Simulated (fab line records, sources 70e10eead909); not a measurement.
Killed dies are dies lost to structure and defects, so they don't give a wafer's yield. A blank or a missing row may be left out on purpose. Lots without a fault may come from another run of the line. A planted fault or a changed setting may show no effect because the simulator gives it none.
Chamber matching | flow nand_harc | NHARC_A_BLC_ALD_23 on ald_metal-01: 4 sister chambers
The step deposits TiN, target thk 3 nm, pulse time 1 s, ald cycles 150. 16 wafers are shown with their chamber, then 8 later ones without.

WAFERS WITH THEIR CHAMBER
wafer  | chamber | heater_power_w (W) | heater_power_outer_w (W) | precursor_pulse_height_rel
L074.1 | 2       | 939                | 551                      | 0.987
L074.2 | 0       | 1068               | 668                      | 1.025
L074.5 | 2       | 926                | 571                      | 1.027
L079.1 | 0       | 1120               | 666                      | 0.984
L079.3 | 2       | 910                | 615                      | 1.025
L079.4 | 3       | 1086               | 664                      | 0.991
L080.3 | 1       | 1051               | 664                      | 1.025
L080.5 | 2       | 932                | 584                      | 1.037
L080.6 | 3       | 1034               | 689                      | 1.001
L083.2 | 3       | 1058               | 696                      | 0.983
L083.4 | 1       | 1036               | 654                      | 0.972
L083.6 | 0       | 1069               | 669                      | 1.016
L085.4 | 0       | 1091               | 669                      | 1.007
L085.5 | 2       | 941                | 597                      | 0.968
L085.6 | 3       | 1062               | 694                      | 0.965
L089.1 | 3       | 1054               | 670                      | 0.988

SIGNATURES (means of the wafers above)
reading                    | chamber 0 | chamber 1 | chamber 2 | chamber 3 | scatter within a chamber
heater_power_w             | 1087.00   | 1043.50   | 929.60    | 1058.80   | 18.1
heater_power_outer_w       | 668.00    | 659.00    | 583.60    | 682.60    | 16.6
precursor_pulse_height_rel | 1.00800   | 0.99850   | 1.00880   | 0.98560   | 0.0234
Rule: a wafer's distance from a chamber is the root of the sum, over the readings, of the square of ((its reading less the chamber's mean) divided by the reading's scatter). The wafer belongs to the nearest chamber; if the next one is less than 2 further off, it can't be placed. The scatter: the root of (the sum of the squares of (reading less its chamber's mean) over the shown wafers, divided by (wafers less chambers)).

WAFERS WITHOUT THEIR CHAMBER
wafer  | heater_power_w (W) | heater_power_outer_w (W) | precursor_pulse_height_rel
L089.3 | 1114               | 661                      | 0.984
L089.6 | 1107               | 665                      | 1.041
L088.1 | 1068               | 667                      | 0.993
L088.4 | 1132               | 674                      | 0.981
L088.5 | 1045               | 668                      | 0.971
L097.3 | 1082               | 676                      | 1.003
L097.4 | 1043               | 642                      | 1.015
L097.6 | 1034               | 670                      | 1.028

WHICH CHAMBER EACH WENT THROUGH
wafer  | from the rows above          | in truth
L089.3 | can't be placed: 0 or 3      | 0
L089.6 | can't be placed: 0 or 3      | 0
L088.1 | can't be placed: 3 or 0 or 1 | 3
L088.4 | can't be placed: 0 or 3      | 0
L088.5 | can't be placed: 1 or 3 or 0 | 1
L097.3 | can't be placed: 0 or 3 or 1 | 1
L097.4 | can't be placed: 1 or 3 or 0 | 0
L097.6 | can't be placed: 1 or 3 or 0 | 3
Placed correctly: 0 of 8. Can't be placed from these rows: 8 (the true chamber is among the candidates in 8). Placed wrongly: 0.
